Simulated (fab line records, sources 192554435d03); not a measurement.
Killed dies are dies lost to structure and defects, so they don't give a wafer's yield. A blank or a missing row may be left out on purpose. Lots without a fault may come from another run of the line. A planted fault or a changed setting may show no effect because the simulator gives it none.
fab line records | flow n5_finfet
record lots=24 wafers=72 last_day=18
route steps=1938 shown BEOL_M10@1533 BEOL_M11@1549
lots that met no fault: from a run of the same line without faults
start_h: hours from the record's first day to the start of the lot's first wafer shown | wait_h: hours since the lot's step before | " the same as in the row above | L1.1+2: a row that stands for several wafers | - no value, or no start given | * or withheld: withheld | < > ~ a bound
route shown NAME@n: a module of which the file shows steps, and the number in the route of the first | usual: mean/standard deviation of fault-free wafers | same: alike in all rows | chamber/n: place in a boat | sites: the reading at each site | _std_site: their standard deviation | _edge_site: outer sites' mean less inner sites' | radius_mm: how far each site lies from the wafer's centre | mask NAME#n: copy n | behind: the tool/chamber that last shaped the wafer | hold: why the lot was held/for how many hours/how that ended | device: the transistor (n, p or np) that didn't switch | end of line: the same wafers' tests at the end of the route | a step without rows: its recipe alone | killed: dies lost to structure and defects at the first sort, not the wafer's yield | map: a wafer's dies, x killed, . not, _ none there
set.NAME: the setting as run; set.NAME@STEP: as run at that earlier step | model.NAME: the simulator's own value behind a step, which no gauge read
steps of the route over a sample of lots; a table a step, a row a wafer
services: from which hour (start_h, from the record's first day; less than 0 if before it) a tool's chamber was out of use, for how many hours, and why
## steps
# step N5_BEOL_M10_DEP_56
# recipe material=SiCN target_thk_a=150 temp_c=withheld precursor=3MS/NH3 pressure_torr=3 rf_w=202 time_s=26.5
# usual showerhead_plenum_p_Torr=3.662/0.014 throttle_valve_pct=9.2/0.52
# columns lot.wafer tool chamber start_h wait_h showerhead_plenum_p_Torr throttle_valve_pct
L074.1 pecvd-02 0 227.16 0.0 3.673 8.9
L074.2 " 1 " " 3.673 9.5
L074.3 " 1 " " 3.657 9.5
L076.1 pecvd-02 0 229.43 0.0 3.663 9.1
L076.4 " 1 " " 3.654 9.8
L076.6 " 0 " " 3.664 9.1
L075.1 pecvd-03 2 241.47 0.0 3.646 9.2
L075.3 " 0 " " 3.650 9.5
L075.4 " 0 " " 3.659 9.3
L077.2 pecvd-02 2 243.78 0.0 3.675 8.0
L077.4 " 1 " " 3.665 9.5
L077.6 " 0 " " 3.661 9.3
L078.1 pecvd-03 1 250.68 0.0 3.655 10.3
L078.3 " 0 " " 3.640 9.6
L078.4 " 0 " " 3.648 9.2
L079.2 pecvd-03 1 259.59 0.0 3.663 10.2
L079.3 " 2 " " 3.649 8.7
L079.6 " 0 " " 3.650 9.4
L081.4 pecvd-03 0 261.89 0.0 3.645 9.1
L081.5 " 2 " " 3.653 8.9
L081.6 " 1 " " 3.658 10.5
L080.1 pecvd-02 0 263.83 0.0 3.668 9.1
L080.3 " 2 " " 3.679 8.3
L080.6 " 1 " " 3.657 9.6
L082.1 pecvd-01 2 271.21 0.0 3.684 8.7
L082.5 " 0 " " 3.640 9.4
L082.6 " 2 " " 3.684 8.8
L083.2 pecvd-01 2 275.95 0.0 3.667 8.3
L083.4 " 0 " " 3.641 9.5
L083.6 " 2 " " 3.675 8.8
L084.1 pecvd-01 0 288.80 0.0 3.651 9.4
L084.3 " 2 " " 3.676 8.7
L084.4 " 0 " " 3.634 9.5
L085.1 pecvd-01 2 290.02 0.0 3.679 8.6
L085.3 " 0 " " 3.651 9.6
L085.5 " 2 " " 3.680 8.4
L086.1 pecvd-01 0 298.89 0.0 3.646 9.5
L086.3 " 2 " " 3.675 8.7
L086.5 " 2 " " 3.676 8.8
L087.2 pecvd-02 2 300.37 0.0 3.685 8.2
L087.5 " 0 " " 3.657 9.2
L087.6 " 2 " " 3.691 8.3
L088.1 pecvd-03 0 306.82 0.0 3.648 9.2
L088.3 " 1 " " 3.661 10.3
L088.5 " 1 " " 3.663 10.5
L090.1 pecvd-01 2 318.07 0.0 3.691 8.5
L090.5 " 2 " " 3.675 8.7
L090.6 " 1 " " 3.664 8.9
L089.1 pecvd-03 1 327.04 0.0 3.659 10.1
L089.2 " 0 " " 3.650 9.2
L089.6 " 1 " " 3.653 10.1
L092.1 pecvd-03 1 338.37 0.0 3.664 10.2
L092.3 " 2 " " 3.651 9.2
L092.4 " 1 " " 3.654 10.1
L093.2 pecvd-03 0 347.60 0.0 3.641 9.3
L093.4 " 1 " " 3.657 10.3
L093.5 " 2 " " 3.653 9.3
L095.3 pecvd-01 1 347.66 0.0 3.679 8.9
L095.4 " 1 " " 3.671 9.1
L095.6 " 0 " " 3.648 9.1
L091.1 pecvd-02 0 347.87 0.0 3.674 9.2
L091.5 " 1 " " 3.665 9.6
L091.6 " 2 " " 3.682 8.2
L094.2 pecvd-01 2 356.14 0.0 3.668 9.0
L094.4 " 2 " " 3.675 8.9
L094.6 " 1 " " 3.678 9.1
L096.1 pecvd-01 1 371.84 0.0 3.684 8.9
L096.5 " 1 " " 3.679 9.1
L096.6 " 2 " " 3.685 8.8
L097.4 pecvd-01 0 372.11 0.0 3.649 9.5
L097.5 " 2 " " 3.674 8.7
L097.6 " 1 " " 3.673 9.0
# step N5_BEOL_M11_CD_MEAS_11
# recipe target_cd_nm=64.1 landing_energy_ev=500 detector=se_inlens polarity=opening
# usual cd_nm=63.9/0.71
# columns lot.wafer tool chamber start_h wait_h cd_nm
L074.1 cd_sem-02 0 228.50 - 65.1
L074.2 " 0 " " 64.2
L074.3 " 0 " " 63.8
L076.1 cd_sem-01 0 231.78 - 63.7
L076.4 " 0 " " 63.4
L076.6 " 0 " " 64.2
L075.1 cd_sem-01 0 242.67 - 64.8
L075.3 " 0 " " 63.3
L075.4 " 0 " " 63.7
L077.2 cd_sem-02 0 245.77 - 65.0
L077.4 " 0 " " 63.0
L077.6 " 0 " " 62.7
L078.1 cd_sem-03 0 252.70 - 63.7
L078.3 " 0 " " 63.5
L078.4 " 0 " " 62.3
L079.2 cd_sem-01 0 261.39 - 63.8
L079.3 " 0 " " 65.0
L079.6 " 0 " " 63.9
L081.4 cd_sem-01 0 265.25 - 64.6
L081.5 " 0 " " 63.5
L081.6 " 0 " " 63.8
L080.1 cd_sem-03 0 266.01 - 64.5
L080.3 " 0 " " 63.8
L080.6 " 0 " " 63.7
L082.1 cd_sem-03 0 274.02 - 64.4
L082.5 " 0 " " 63.6
L082.6 " 0 " " 64.3
L083.2 cd_sem-02 0 281.45 - 63.1
L083.4 " 0 " " 63.9
L083.6 " 0 " " 64.8
L084.1 cd_sem-02 0 291.44 - 64.1
L084.3 " 0 " " 64.2
L084.4 " 0 " " 63.8
L085.1 cd_sem-02 0 291.61 - 63.7
L085.3 " 0 " " 65.5
L085.5 " 0 " " 63.4
L086.1 cd_sem-02 0 302.43 - 63.4
L086.3 " 0 " " 63.5
L086.5 " 0 " " 64.3
L087.2 cd_sem-01 0 302.79 - 64.1
L087.5 " 0 " " 63.8
L087.6 " 0 " " 64.9
L088.1 cd_sem-01 0 309.96 - 63.2
L088.3 " 0 " " 63.0
L088.5 " 0 " " 63.5
L090.1 cd_sem-03 0 320.89 - 64.5
L090.5 " 0 " " 63.7
L090.6 " 0 " " 64.5
L089.1 cd_sem-02 0 329.28 - 63.6
L089.2 " 0 " " 65.1
L089.6 " 0 " " 63.7
L092.1 cd_sem-02 0 341.57 - 63.2
L092.3 " 0 " " 63.5
L092.4 " 0 " " 63.7
L093.2 cd_sem-03 0 350.23 - 64.0
L093.4 " 0 " " 65.2
L093.5 " 0 " " 63.7
L095.3 cd_sem-01 0 350.27 - 64.0
L095.4 " 0 " " 63.1
L095.6 " 0 " " 63.2
L091.1 cd_sem-03 0 350.77 - 62.7
L091.5 " 0 " " 62.5
L091.6 " 0 " " 63.3
L094.2 cd_sem-03 0 359.11 - 64.9
L094.4 " 0 " " 63.7
L094.6 " 0 " " 65.0
L096.1 cd_sem-01 0 373.44 - 64.2
L096.5 " 0 " " 65.0
L096.6 " 0 " " 63.8
L097.4 cd_sem-03 0 373.61 - 63.8
L097.5 " 0 " " 63.8
L097.6 " 0 " " 62.9
# step N5_BEOL_M11_CD_MEAS_28
# recipe target_cd_nm=70 landing_energy_ev=500 detector=se_inlens polarity=opening
# usual cd_nm=69.0/1.4
# columns lot.wafer tool chamber start_h wait_h cd_nm
L074.1 cd_sem-02 0 229.48 - 68.8
L074.2 " 0 " " 67.2
L074.3 " 0 " " 68.5
L076.1 cd_sem-02 0 232.64 - 68.3
L076.4 " 0 " " 68.5
L076.6 " 0 " " 68.9
L075.1 cd_sem-01 0 244.25 - 70.6
L075.3 " 0 " " 72.2
L075.4 " 0 " " 70.4
L077.2 cd_sem-01 0 247.29 - 70.0
L077.4 " 0 " " 68.6
L077.6 " 0 " " 69.0
L078.1 cd_sem-03 0 255.41 - 68.3
L078.3 " 0 " " 68.9
L078.4 " 0 " " 67.6
L079.2 cd_sem-03 0 264.40 - 67.5
L079.3 " 0 " " 67.9
L079.6 " 0 " " 67.8
L081.4 cd_sem-02 0 266.08 - 70.6
L081.5 " 0 " " 69.6
L081.6 " 0 " " 68.8
L080.1 cd_sem-03 0 268.87 - 69.5
L080.3 " 0 " " 72.2
L080.6 " 0 " " 71.7
L082.1 cd_sem-02 0 274.97 - 67.7
L082.5 " 0 " " 68.8
L082.6 " 0 " " 68.4
L083.2 cd_sem-03 0 285.99 - 69.7
L083.4 " 0 " " 68.5
L083.6 " 0 " " 69.0
L084.1 cd_sem-02 0 293.34 - 70.6
L084.3 " 0 " " 70.6
L084.4 " 0 " " 72.0
L085.1 cd_sem-01 0 293.51 - 68.8
L085.3 " 0 " " 68.1
L085.5 " 0 " " 67.3
L086.1 cd_sem-02 0 303.53 - 67.3
L086.3 " 0 " " 67.5
L086.5 " 0 " " 68.7
L087.2 cd_sem-03 0 303.91 - 67.0
L087.5 " 0 " " 67.0
L087.6 " 0 " " 68.9
L088.1 cd_sem-03 0 311.08 - 66.4
L088.3 " 0 " " 67.4
L088.5 " 0 " " 68.3
L090.1 cd_sem-03 0 322.03 - 69.7
L090.5 " 0 " " 70.5
L090.6 " 0 " " 69.0
L089.1 cd_sem-03 0 330.35 - 72.2
L089.2 " 0 " " 71.1
L089.6 " 0 " " 71.4
L092.1 cd_sem-01 0 344.60 - 68.2
L092.3 " 0 " " 69.1
L092.4 " 0 " " 69.1
L093.2 cd_sem-03 0 352.67 - 69.1
L093.4 " 0 " " 67.5
L093.5 " 0 " " 67.1
L095.3 cd_sem-01 0 352.91 - 68.8
L095.4 " 0 " " 68.7
L095.6 " 0 " " 69.9
L091.1 cd_sem-03 0 352.95 - 67.7
L091.5 " 0 " " 68.0
L091.6 " 0 " " 69.0
L094.2 cd_sem-01 0 361.91 - 68.4
L094.4 " 0 " " 68.6
L094.6 " 0 " " 68.7
L096.1 cd_sem-03 0 374.87 - 71.1
L096.5 " 0 " " 71.4
L096.6 " 0 " " 70.1
L097.4 cd_sem-01 0 375.46 - 69.2
L097.5 " 0 " " 67.2
L097.6 " 0 " " 68.2
# step N5_BEOL_M11_VIA_ETCH_34
# recipe chemistry=C4F6/O2 target=SiCOH_lowk target_depth_a=1845 mask_material=SOC taper_deg=4 time_s=69.2 ion_energy_ev=250 pressure_mtorr=30 source_w=345 bias_w=185 Ar_flow_sccm=300 C4F6_flow_sccm=10 O2_flow_sccm=10
# usual O2_flow_sccm=9.994/0.026 drypump_motor_current_A=5.4/0.4 oes_product_au=0.79/0.078 rf_vpp_V=668/18 showerhead_plenum_p_Torr=2.83/0.078 throttle_valve_pct=20.99/0.24
# columns lot.wafer tool chamber start_h wait_h O2_flow_sccm drypump_motor_current_A oes_product_au rf_hours_counter_h rf_vpp_V showerhead_plenum_p_Torr throttle_valve_pct
L074.1 rie_diel-05 0 229.86 0.0 9.972 5.1 0.76 136 677 2.73 21.09
L074.2 " 3 " " 10.027 5.7 0.67 230 691 2.96 21.24
L074.3 " 2 " " 10.056 5.8 0.82 75 643 2.86 20.73
L076.1 rie_diel-06 1 232.94 0.0 9.950 6.3 0.85 42 680 2.99 20.68
L076.4 " 3 " " 10.012 4.8 0.84 51 643 2.77 20.53
L076.6 " 0 " " 9.974 5.0 0.68 - 668 2.80 21.25
L075.1 rie_diel-06 2 244.60 0.0 10.003 5.6 0.75 144 681 2.75 21.30
L075.3 " 3 " " 9.978 4.8 0.84 54 643 2.77 20.56
L075.4 " 1 " " 9.976 6.3 0.84 46 679 2.99 20.67
L077.2 rie_diel-04 0 247.59 0.0 9.974 5.6 0.87 36 664 2.76 20.92
L077.4 " 1 " " 10.022 5.4 0.70 207 667 2.82 21.27
L077.6 " 2 " " 9.982 5.2 0.85 - 691 2.90 21.00
L078.1 rie_diel-04 1 255.71 0.0 9.991 5.4 0.70 210 668 2.82 21.29
L078.3 " 2 " " 9.973 5.2 0.83 57 691 2.90 21.00
L078.4 " 3 " " 9.971 4.8 0.93 23 654 2.82 20.70
L079.2 rie_diel-05 0 264.70 0.0 9.970 5.1 0.74 147 678 2.73 21.11
L079.3 " 3 " " 9.986 5.7 0.67 242 692 2.96 21.24
L079.6 " 0 " " 9.952 5.2 0.75 - 678 2.73 21.09
L081.4 rie_diel-06 1 266.94 0.0 10.024 6.3 0.82 - 680 2.98 20.68
L081.5 " 2 " " 9.984 5.6 0.74 - 680 2.75 21.30
L081.6 " 3 " " 9.997 4.8 0.82 - 643 2.77 20.56
L080.1 rie_diel-05 0 269.17 0.0 9.980 5.2 0.74 148 678 2.73 21.12
L080.3 " 3 " " 9.983 5.7 0.66 243 690 2.96 21.26
L080.6 " 3 " " 9.947 5.7 0.67 - 692 2.96 21.24
L082.1 rie_diel-05 3 275.27 0.0 9.979 5.6 0.66 246 692 2.96 21.26
L082.5 " 3 " " 9.982 5.7 0.66 - 691 2.96 21.28
L082.6 " 1 " " 10.032 5.8 0.80 - 637 2.83 20.83
L083.2 rie_diel-05 2 286.31 0.0 10.001 5.8 0.80 89 644 2.85 20.74
L083.4 " 0 " " 9.979 5.2 0.73 152 678 2.73 21.12
L083.6 " 0 " " 9.958 5.2 0.74 - 677 2.73 21.10
L084.1 rie_diel-04 0 293.64 0.0 9.981 5.6 0.85 46 663 2.75 20.94
L084.3 " 3 " " 10.031 4.8 0.91 34 653 2.82 20.72
L084.4 " 2 " " 9.992 5.2 0.82 67 691 2.90 21.02
L085.1 rie_diel-06 0 294.18 0.0 10.009 5.0 0.96 1 668 2.80 20.97
L085.3 " 2 " " 9.994 5.6 0.74 162 680 2.75 21.31
L085.5 " 2 " " 9.992 5.6 0.74 - 680 2.75 21.32
L086.1 rie_diel-04 3 303.85 0.0 9.985 4.8 0.91 37 654 2.81 20.73
L086.3 " 2 " " 9.962 5.2 0.82 70 690 2.89 21.02
L086.5 " 2 " " 10.016 5.2 0.82 - 690 2.89 21.02
L087.2 rie_diel-05 1 304.29 0.0 9.990 5.8 0.78 129 637 2.83 20.82
L087.5 " 0 " " 9.982 5.1 0.74 - 677 2.72 21.11
L087.6 " 2 " " 10.018 5.8 0.80 - 643 2.85 20.75
L088.1 rie_diel-05 2 311.48 0.0 9.995 5.8 0.80 99 644 2.84 20.76
L088.3 " 0 " " 10.006 5.1 0.74 - 678 2.72 21.13
L088.5 " 0 " " 9.980 5.1 0.74 - 679 2.72 21.13
L090.1 rie_diel-04 1 322.32 0.0 9.957 5.4 0.69 228 667 2.81 21.31
L090.5 " 0 " " 10.047 5.6 0.85 - 664 2.75 20.95
L090.6 " 3 " " 9.991 4.8 0.89 - 651 2.81 20.74
L089.1 rie_diel-04 1 330.87 0.0 9.955 5.4 0.69 231 667 2.81 21.31
L089.2 " 2 " " 9.962 5.2 0.81 80 691 2.89 21.03
L089.6 " 1 " " 9.943 5.4 0.69 - 667 2.81 21.30
L092.1 rie_diel-06 0 345.14 0.0 10.000 5.0 0.91 17 667 2.79 20.96
L092.3 " 0 " " 10.027 5.0 0.91 - 666 2.79 20.98
L092.4 " 2 " " 10.006 5.6 0.72 - 680 2.74 21.35
L093.2 rie_diel-05 3 352.96 0.0 9.993 5.7 0.95 13 693 2.95 20.85
L093.4 " 2 " " 10.000 5.8 0.78 112 644 2.84 20.76
L093.5 " 3 " " 9.965 5.7 0.96 - 691 2.95 20.85
L095.3 rie_diel-04 3 353.53 0.0 10.031 4.8 0.88 54 653 2.81 20.73
L095.4 " 1 " " 9.966 5.4 0.68 - 667 2.81 21.33
L095.6 " 2 " " 9.959 5.2 0.80 - 691 2.89 21.06
L091.1 rie_diel-05 0 353.53 0.0 10.009 5.1 0.72 175 677 2.72 21.14
L091.5 " 2 " " 9.932 5.8 0.78 - 644 2.84 20.75
L091.6 " 3 " " 10.000 5.7 0.97 - 691 2.95 20.84
L094.2 rie_diel-06 3 362.21 0.0 10.011 4.8 0.80 89 641 2.75 20.60
L094.4 " 1 " " 10.019 6.3 0.79 82 680 2.97 20.73
L094.6 " 0 " " 9.990 5.0 0.90 - 666 2.79 20.99
L096.1 rie_diel-04 3 375.51 0.0 9.973 4.8 0.86 61 652 2.80 20.75
L096.5 " 1 " " 9.997 5.3 0.67 - 666 2.80 21.32
L096.6 " 0 " " 9.960 5.6 0.83 - 663 2.74 20.97
L097.4 rie_diel-04 0 375.98 0.0 10.001 5.6 0.83 66 664 2.74 20.96
L097.5 " 2 " " 10.032 5.2 0.80 - 689 2.88 21.05
L097.6 " 1 " " 10.031 5.4 0.68 - 666 2.80 21.32
# step N5_BEOL_M11_STRIP_36
# recipe chemistry=N2/H2 power_w=450 temp_c=40 pressure_mtorr=20 rf_frequency_hz=6e+07 overash_fraction=0.3 bias_power_w=7 h2_frac=0.5 n2_flow_sccm=200 h2_flow_sccm=200
# usual drypump_motor_current_A=5.4/0.4 oes_product_au=0.79/0.084 rf_vpp_V=59.0/2.1 showerhead_plenum_p_Torr=2.52/0.067 throttle_valve_pct=23.7/0.38
# columns lot.wafer tool chamber start_h wait_h drypump_motor_current_A oes_product_au rf_hours_counter_h rf_vpp_V showerhead_plenum_p_Torr throttle_valve_pct
L074.1 rie_diel-05 0 229.92 0.0 5.2 0.76 136 54.5 2.45 24.1
L074.2 " 3 " " 5.7 0.67 230 60.5 2.61 23.6
L074.3 " 2 " " 5.8 0.83 75 57.2 2.56 23.4
L076.1 rie_diel-06 1 233.00 0.0 6.2 0.85 42 58.1 2.68 23.2
L076.4 " 3 " " 4.8 0.86 51 60.9 2.49 23.6
L076.6 " 0 " " 5.0 0.67 - 59.5 2.52 24.4
L075.1 rie_diel-06 2 244.67 0.0 5.6 0.75 144 59.3 2.44 24.1
L075.3 " 3 " " 4.8 0.86 54 58.9 2.49 23.5
L075.4 " 1 " " 6.3 0.85 46 59.8 2.68 23.2
L077.2 rie_diel-04 0 247.65 0.0 5.6 0.91 36 54.2 2.49 23.8
L077.4 " 1 " " 5.4 0.71 207 57.3 2.50 23.9
L077.6 " 2 " " 5.2 0.87 - 58.0 2.58 23.8
L078.1 rie_diel-04 1 255.77 0.0 5.3 0.69 210 60.2 2.50 23.9
L078.3 " 2 " " 5.1 0.83 57 59.5 2.58 23.8
L078.4 " 3 " " 4.8 0.94 23 59.1 2.47 23.0
L079.2 rie_diel-05 0 264.76 0.0 5.2 0.76 147 57.9 2.44 24.1
L079.3 " 3 " " 5.6 0.65 242 58.5 2.61 23.6
L079.6 " 0 " " 5.2 0.76 - 57.1 2.44 24.1
L081.4 rie_diel-06 1 267.00 0.0 6.3 0.84 - 62.2 2.67 23.2
L081.5 " 2 " " 5.7 0.77 - 61.0 2.44 24.1
L081.6 " 3 " " 4.8 0.85 - 60.2 2.48 23.6
L080.1 rie_diel-05 0 269.23 0.0 5.2 0.76 148 53.8 2.44 24.1
L080.3 " 3 " " 5.6 0.66 243 60.4 2.61 23.6
L080.6 " 3 " " 5.7 0.65 - 58.3 2.61 23.6
L082.1 rie_diel-05 3 275.33 0.0 5.7 0.65 246 58.4 2.61 23.5
L082.5 " 3 " " 5.7 0.66 - 55.9 2.61 23.6
L082.6 " 1 " " 5.8 0.78 - 56.4 2.54 23.4
L083.2 rie_diel-05 2 286.38 0.0 5.8 0.82 89 59.4 2.56 23.4
L083.4 " 0 " " 5.1 0.74 152 60.3 2.44 24.2
L083.6 " 0 " " 5.1 0.73 - 55.7 2.44 24.2
L084.1 rie_diel-04 0 293.70 0.0 5.6 0.87 46 56.6 2.48 23.8
L084.3 " 3 " " 4.8 0.91 34 56.8 2.46 23.0
L084.4 " 2 " " 5.2 0.85 67 57.6 2.58 23.9
L085.1 rie_diel-06 0 294.24 0.0 5.0 0.97 1 56.3 2.52 24.2
L085.3 " 2 " " 5.7 0.74 162 58.6 2.43 24.1
L085.5 " 2 " " 5.7 0.76 - 59.2 2.43 24.1
L086.1 rie_diel-04 3 303.91 0.0 4.8 0.92 37 62.4 2.46 23.0
L086.3 " 2 " " 5.2 0.84 70 60.6 2.58 23.9
L086.5 " 2 " " 5.2 0.83 - 57.0 2.58 23.9
L087.2 rie_diel-05 1 304.35 0.0 5.8 0.78 129 59.3 2.54 23.4
L087.5 " 0 " " 5.1 0.73 - 58.0 2.44 24.1
L087.6 " 2 " " 5.8 0.80 - 61.2 2.56 23.4
L088.1 rie_diel-05 2 311.58 0.0 5.8 0.81 99 60.9 2.55 23.5
L088.3 " 0 " " 5.2 0.71 - 58.1 2.44 24.2
L088.5 " 0 " " 5.2 0.74 - 57.8 2.44 24.2
L090.1 rie_diel-04 1 322.39 0.0 5.4 0.69 228 56.6 2.49 23.9
L090.5 " 0 " " 5.6 0.87 - 55.8 2.48 23.8
L090.6 " 3 " " 4.8 0.91 - 59.7 2.46 23.0
L089.1 rie_diel-04 1 330.93 0.0 5.4 0.68 231 60.5 2.49 23.9
L089.2 " 2 " " 5.2 0.81 80 60.6 2.57 23.9
L089.6 " 1 " " 5.4 0.67 - 56.2 2.49 23.9
L092.1 rie_diel-06 0 345.23 0.0 5.0 0.93 17 58.8 2.51 24.3
L092.3 " 0 " " 5.0 0.92 - 57.6 2.51 24.2
L092.4 " 2 " " 5.7 0.74 - 58.2 2.43 24.1
L093.2 rie_diel-05 3 353.03 0.0 5.7 0.96 13 61.3 2.60 23.1
L093.4 " 2 " " 5.8 0.79 112 58.2 2.55 23.5
L093.5 " 3 " " 5.7 0.96 - 59.3 2.60 23.1
L095.3 rie_diel-04 3 353.59 0.0 4.8 0.90 54 60.2 2.45 23.0
L095.4 " 1 " " 5.4 0.68 - 60.7 2.49 23.9
L095.6 " 2 " " 5.2 0.82 - 63.8 2.57 23.9
L091.1 rie_diel-05 0 353.59 0.0 5.2 0.72 175 59.4 2.43 24.2
L091.5 " 2 " " 5.8 0.80 - 59.4 2.55 23.5
L091.6 " 3 " " 5.6 0.94 - 58.7 2.60 23.1
L094.2 rie_diel-06 3 362.27 0.0 4.8 0.82 89 55.4 2.47 23.6
L094.4 " 1 " " 6.3 0.81 82 60.0 2.66 23.3
L094.6 " 0 " " 5.0 0.91 - 58.4 2.51 24.2
L096.1 rie_diel-04 3 375.58 0.0 4.8 0.88 61 58.7 2.45 23.0
L096.5 " 1 " " 5.3 0.67 - 56.8 2.49 23.9
L096.6 " 0 " " 5.6 0.85 - 61.0 2.48 23.8
L097.4 rie_diel-04 0 376.04 0.0 5.7 0.87 66 63.5 2.48 23.8
L097.5 " 2 " " 5.2 0.80 - 61.9 2.57 23.9
L097.6 " 1 " " 5.4 0.66 - 55.5 2.49 23.9
# step N5_BEOL_M11_DEGAS_44
# recipe ambient=vacuum temp_c=250 time_s=60
# usual heater_power_w=328/33
# columns lot.wafer tool chamber start_h wait_h heater_power_w
L074.1 pvd_sputter-02 - 231.21 0.8 289
L074.2 " - " " 349
L074.3 " - " " 284
L076.1 pvd_sputter-01 - 234.49 1.0 370
L076.4 " - " " 290
L076.6 " - " " 285
L075.1 pvd_sputter-03 - 247.16 2.0 310
L075.3 " - " " 329
L075.4 " - " " 373
L077.2 pvd_sputter-03 - 248.58 0.4 364
L077.4 " - " " 316
L077.6 " - " " 365
L078.1 pvd_sputter-02 - 256.64 0.4 290
L078.3 " - " " 351
L078.4 " - " " 291
L079.2 pvd_sputter-01 - 265.82 0.5 348
L079.3 " - " " 316
L079.6 " - " " 287
L081.4 pvd_sputter-01 - 269.56 2.0 320
L081.5 " - " " 321
L081.6 " - " " 283
L080.1 pvd_sputter-01 - 270.36 0.4 380
L080.3 " - " " 328
L080.6 " - " " 283
L082.1 pvd_sputter-02 - 276.89 1.0 287
L082.5 " - " " 292
L082.6 " - " " 300
L083.2 pvd_sputter-02 - 287.33 0.4 287
L083.4 " - " " 282
L083.6 " - " " 348
L084.1 pvd_sputter-02 - 294.53 0.4 294
L084.3 " - " " 300
L084.4 " - " " 345
L085.1 pvd_sputter-01 - 295.29 0.3 377
L085.3 " - " " 284
L085.5 " - " " 375
L086.1 pvd_sputter-02 - 304.78 0.4 304
L086.3 " - " " 351
L086.5 " - " " 288
L087.2 pvd_sputter-03 - 305.26 0.4 328
L087.5 " - " " 367
L087.6 " - " " 317
L088.1 pvd_sputter-01 - 316.16 1.3 283
L088.3 " - " " 322
L088.5 " - " " 291
L090.1 pvd_sputter-02 - 323.52 0.7 353
L090.5 " - " " 299
L090.6 " - " " 343
L089.1 pvd_sputter-01 - 332.07 0.7 375
L089.2 " - " " 283
L089.6 " - " " 355
L092.1 pvd_sputter-01 - 346.40 0.5 353
L092.3 " - " " 288
L092.4 " - " " 317
L093.2 pvd_sputter-03 - 353.82 0.3 305
L093.4 " - " " 362
L093.5 " - " " 364
L095.3 pvd_sputter-01 - 354.65 0.5 325
L095.4 " - " " 287
L095.6 " - " " 286
L091.1 pvd_sputter-03 - 354.76 0.5 356
L091.5 " - " " 362
L091.6 " - " " 328
L094.2 pvd_sputter-01 - 363.64 0.6 290
L094.4 " - " " 357
L094.6 " - " " 370
L096.1 pvd_sputter-01 - 376.72 0.6 279
L096.5 " - " " 373
L096.6 " - " " 319
L097.4 pvd_sputter-01 - 376.88 0.2 355
L097.5 " - " " 289
L097.6 " - " " 349
## services
# columns tool chamber start_h hours kind
pecvd-01 0 205.06 5.5 scheduled_down
pecvd-01 - 218.10 1.0 repair
rie_diel-06 0 261.52 - clean
rie_diel-06 0 261.52 - consumable_replace:focus_ring
rie_diel-06 0 261.52 27.6 scheduled_down
rie_diel-06 0 261.52 27.6 vent_cycle
rie_diel-05 2 268.41 8.9 repair
pecvd-02 0 269.66 11.3 repair
pecvd-03 - 270.66 0.8 pm
pecvd-03 - 278.96 2.8 pm
rie_diel-04 0 281.69 8.8 repair
pecvd-02 1 291.40 27.1 repair
rie_diel-05 3 295.09 - clean
rie_diel-05 3 295.09 - consumable_replace:focus_ring
rie_diel-05 3 295.09 17.3 scheduled_down
rie_diel-05 3 295.09 17.3 vent_cycle
rie_diel-06 3 296.55 2.8 repair
pecvd-02 - 301.70 28.1 pm
rie_diel-05 1 307.24 4.8 repair
rie_diel-06 1 338.64 6.6 repair
rie_diel-04 0 351.31 15.8 repair
pvd_sputter-02 - 362.16 3.7 repair
rie_diel-06 0 367.43 7.2 repair
rie_diel-06 3 369.77 1.9 repair
## key
fault none
